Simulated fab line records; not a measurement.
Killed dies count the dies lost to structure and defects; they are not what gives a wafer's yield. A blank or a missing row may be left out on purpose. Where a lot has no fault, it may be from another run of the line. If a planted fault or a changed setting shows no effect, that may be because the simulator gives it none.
Which tool is to blame? / flow nandHarc / 72 wafers from 24 lots sampled at 3 of the route's 1159 steps

## WHAT THE GAUGES SHOWED, per wafer
NHARC_A_M0_OVL_MEAS_10: pitch 160 nm. Usual: overlayXNm -0.1 nm, standard deviation 0.86; overlayYNm 0.1 nm, standard deviation 0.73.
lot=L074; measured=day 17 18:17; on=overlay-01; overlayXNm (nm)=1.4 0.6 0.4; overlayYNm (nm)=-0.5 -1.1 -1.2; flag=
lot=L078; measured=day 17 18:46; on=overlay-01; overlayXNm (nm)=1.0 0.8 0.9; overlayYNm (nm)=-1.5 -1.3 -1.4; flag=
lot=L075; measured=day 17 21:47; on=overlay-02; overlayXNm (nm)=1.4 1.1 1.7; overlayYNm (nm)=0.5 0.9 0.9; flag=
lot=L076; measured=day 18 01:41; on=overlay-02; overlayXNm (nm)=0.2 0.5 0.2; overlayYNm (nm)=0.3 0.0 0.2; flag=
lot=L079; measured=day 18 07:47; on=overlay-02; overlayXNm (nm)=-0.6 -0.9 -0.9; overlayYNm (nm)=-0.2 0.4 0.2; flag=
lot=L077; measured=day 18 16:49; on=overlay-02; overlayXNm (nm)=-0.1 0.2 0.4; overlayYNm (nm)=0.3 0.4 0.4; flag=
lot=L081; measured=day 19 19:43; on=overlay-02; overlayXNm (nm)=-1.6 -1.4 -1.2; overlayYNm (nm)=0.0 0.7 0.4; flag=
lot=L082; measured=day 19 19:53; on=overlay-01; overlayXNm (nm)=-1.3 -1.5 -1.0; overlayYNm (nm)=0.0 -0.1 1.1; flag=
lot=L080; measured=day 19 21:22; on=overlay-02; overlayXNm (nm)=0.1 0.8 0.5; overlayYNm (nm)=-0.2 0.1 0.4; flag=
lot=L084; measured=day 20 00:22; on=overlay-01; overlayXNm (nm)=-1.5 -0.8 -1.4; overlayYNm (nm)=0.1 -0.5 0.1; flag=
lot=L085; measured=day 20 01:33; on=overlay-01; overlayXNm (nm)=-0.5 -0.3 0.3; overlayYNm (nm)=0.5 0.5 0.2; flag=
lot=L086; measured=day 20 05:04; on=overlay-01; overlayXNm (nm)=1.3 1.0 0.9; overlayYNm (nm)=0.6 0.9 0.4; flag=
lot=L083; measured=day 20 05:06; on=overlay-02; overlayXNm (nm)=-0.5 -1.2 -0.5; overlayYNm (nm)=-1.0 -1.4 -1.3; flag=
lot=L087; measured=day 20 08:32; on=overlay-01; overlayXNm (nm)=-0.8 -0.9 -1.2; overlayYNm (nm)=-1.2 -0.9 -0.1; flag=
lot=L088; measured=day 20 20:11; on=overlay-01; overlayXNm (nm)=-0.3 -0.4 -0.1; overlayYNm (nm)=-0.2 -1.1 -0.6; flag=
lot=L090; measured=day 20 20:27; on=overlay-01; overlayXNm (nm)=-0.7 -0.5 -0.9; overlayYNm (nm)=1.1 1.0 1.1; flag=
lot=L089; measured=day 21 15:47; on=overlay-01; overlayXNm (nm)=0.9 0.0 0.8; overlayYNm (nm)=0.0 0.6 -0.1; flag=
lot=L094; measured=day 22 05:28; on=overlay-02; overlayXNm (nm)=0.6 0.8 0.8; overlayYNm (nm)=-0.1 0.1 0.5; flag=
lot=L091; measured=day 22 06:20; on=overlay-01; overlayXNm (nm)=-1.4 -1.9 -1.7; overlayYNm (nm)=0.3 0.8 0.3; flag=
lot=L092; measured=day 22 13:40; on=overlay-01; overlayXNm (nm)=-0.4 -0.2 -0.7; overlayYNm (nm)=0.5 0.6 0.0; flag=
lot=L093; measured=day 22 21:13; on=overlay-01; overlayXNm (nm)=-0.1 0.2 0.5; overlayYNm (nm)=-0.3 -0.1 -0.3; flag=
lot=L097; measured=day 23 06:10; on=overlay-01; overlayXNm (nm)=0.1 0.9 0.2; overlayYNm (nm)=1.5 1.4 1.2; flag=
lot=L095; measured=day 23 15:06; on=overlay-01; overlayXNm (nm)=0.7 1.1 0.9; overlayYNm (nm)=-0.6 -0.5 -0.9; flag=
lot=L096; measured=day 23 21:16; on=overlay-02; overlayXNm (nm)=-0.1 -0.4 -0.5; overlayYNm (nm)=0.8 1.0 0.8; flag=

NHARC_A_M1_CD_MEAS_09: the cd target is 120 nm. Usual: cdNm at 119.3 nm, with a standard deviation of 0.7.
lot=L074; measured=day 17 22:15; on=cdSem-03; cdNm (nm)=119.9 119.6 120.0; flag=
lot=L078; measured=day 17 22:44; on=cdSem-03; cdNm (nm)=119.3 119.5 119.7; flag=
lot=L075; measured=day 18 01:53; on=cdSem-03; cdNm (nm)=118.2 119.5 118.8; flag=
lot=L076; measured=day 18 05:40; on=cdSem-03; cdNm (nm)=119.4 118.9 119.6; flag=
lot=L079; measured=day 18 11:50; on=cdSem-03; cdNm (nm)=117.9 120.3 117.9; flag=
lot=L077; measured=day 18 20:55; on=cdSem-01; cdNm (nm)=119.5 119.5 119.9; flag=
lot=L081; measured=day 19 23:33; on=cdSem-02; cdNm (nm)=119.2 118.5 118.3; flag=
lot=L082; measured=day 19 23:59; on=cdSem-01; cdNm (nm)=118.5 120.2 119.0; flag=
lot=L080; measured=day 20 01:49; on=cdSem-01; cdNm (nm)=119.0 118.8 120.3; flag=
lot=L084; measured=day 20 04:29; on=cdSem-02; cdNm (nm)=118.4 119.1 120.4; flag=
lot=L085; measured=day 20 05:59; on=cdSem-03; cdNm (nm)=119.6 121.0 119.8; flag=
lot=L086; measured=day 20 09:19; on=cdSem-03; cdNm (nm)=119.5 120.7 119.5; flag=
lot=L083; measured=day 20 09:28; on=cdSem-02; cdNm (nm)=118.5 119.0 119.7; flag=
lot=L087; measured=day 20 12:31; on=cdSem-01; cdNm (nm)=119.6 119.5 118.2; flag=
lot=L088; measured=day 21 00:19; on=cdSem-02; cdNm (nm)=119.0 119.5 117.7; flag=
lot=L090; measured=day 21 00:35; on=cdSem-02; cdNm (nm)=118.6 120.0 118.8; flag=
lot=L089; measured=day 21 19:48; on=cdSem-01; cdNm (nm)=118.6 120.4 118.5; flag=
lot=L094; measured=day 22 10:11; on=cdSem-03; cdNm (nm)=120.0 120.1 118.4; flag=
lot=L091; measured=day 22 10:34; on=cdSem-01; cdNm (nm)=119.9 120.1 118.6; flag=
lot=L092; measured=day 22 18:45; on=cdSem-03; cdNm (nm)=119.4 120.0 119.3; flag=
lot=L093; measured=day 23 01:02; on=cdSem-02; cdNm (nm)=119.8 119.8 119.1; flag=
lot=L097; measured=day 23 10:11; on=cdSem-02; cdNm (nm)=118.6 119.7 119.8; flag=
lot=L095; measured=day 23 19:11; on=cdSem-03; cdNm (nm)=119.0 117.9 119.5; flag=
lot=L096; measured=day 24 01:35; on=cdSem-02; cdNm (nm)=118.8 119.5 119.2; flag=

NHARC_A_M1_INSPECT_11. Usual: rawDefectCount at 33, with a standard deviation of 14.
lot=L074; measured=day 17 22:23; on=defectInspect-02; rawDefectCount=23 23 25; flag=
lot=L078; measured=day 17 22:52; on=defectInspect-01; rawDefectCount=13 18 11; flag=
lot=L075; measured=day 18 02:00; on=defectInspect-01; rawDefectCount=12 15 6; flag=
lot=L076; measured=day 18 05:47; on=defectInspect-02; rawDefectCount=40 33 27; flag=
lot=L079; measured=day 18 11:58; on=defectInspect-02; rawDefectCount=23 23 24; flag=
lot=L077; measured=day 18 21:02; on=defectInspect-02; rawDefectCount=41 25 35; flag=
lot=L081; measured=day 19 23:40; on=defectInspect-01; rawDefectCount=41 40 42; flag=
lot=L082; measured=day 20 00:07; on=defectInspect-02; rawDefectCount=28 28 30; flag=
lot=L080; measured=day 20 01:56; on=defectInspect-01; rawDefectCount=36 29 42; flag=
lot=L084; measured=day 20 04:37; on=defectInspect-01; rawDefectCount=35 34 30; flag=
lot=L085; measured=day 20 06:07; on=defectInspect-01; rawDefectCount=52 53 42; flag=
lot=L086; measured=day 20 09:26; on=defectInspect-01; rawDefectCount=37 35 35; flag=
lot=L083; measured=day 20 09:36; on=defectInspect-01; rawDefectCount=52 54 60; flag=
lot=L087; measured=day 20 12:39; on=defectInspect-02; rawDefectCount=34 30 33; flag=
lot=L088; measured=day 21 00:26; on=defectInspect-01; rawDefectCount=11 13 9; flag=
lot=L090; measured=day 21 00:43; on=defectInspect-02; rawDefectCount=61 47 68; flag=
lot=L089; measured=day 21 19:56; on=defectInspect-02; rawDefectCount=37 66 64; flag=
lot=L094; measured=day 22 10:19; on=defectInspect-01; rawDefectCount=31 37 29; flag=
lot=L091; measured=day 22 10:41; on=defectInspect-01; rawDefectCount=14 17 12; flag=
lot=L092; measured=day 22 18:52; on=defectInspect-02; rawDefectCount=38 38 28; flag=
lot=L093; measured=day 23 01:10; on=defectInspect-01; rawDefectCount=47 45 50; flag=
lot=L097; measured=day 23 10:19; on=defectInspect-02; rawDefectCount=35 36 42; flag=
lot=L095; measured=day 23 19:18; on=defectInspect-02; rawDefectCount=42 38 49; flag=
lot=L096; measured=day 24 01:42; on=defectInspect-02; rawDefectCount=22 22 20; flag=

## TOOL THAT RAN EACH LOT (tool first, then ch and the chambers of the sampled wafers, then the start)
There is no process step in the record ahead of these readings.

## AS READ BY THE TOOLS THEMSELVES (means over the sampled wafers that have a number; for cases with no such wafer, the mark the record gives instead)
The record holds no such reading with a usual standard deviation.

## THE ANSWER, worked out from the rows above alone
Rule: lot off if the mean of its wafers having a number is beyond 3 standard deviations from the usual mean. A lot without any number at a reading at which 4 lots or more have one is off too. Where the step has rows for the other lots, those lots are counted as sound. First the gauges in route order, then the tools' own readings, where a lot's mean is used as printed above. The first step at which some lot is off is used, and at that step the reading that is off furthest; a lot without a number counts as furthest.
No lot is off at any reading shown: from this, nothing can be told.

## WHAT THE SIMULATOR HAD INSERTED
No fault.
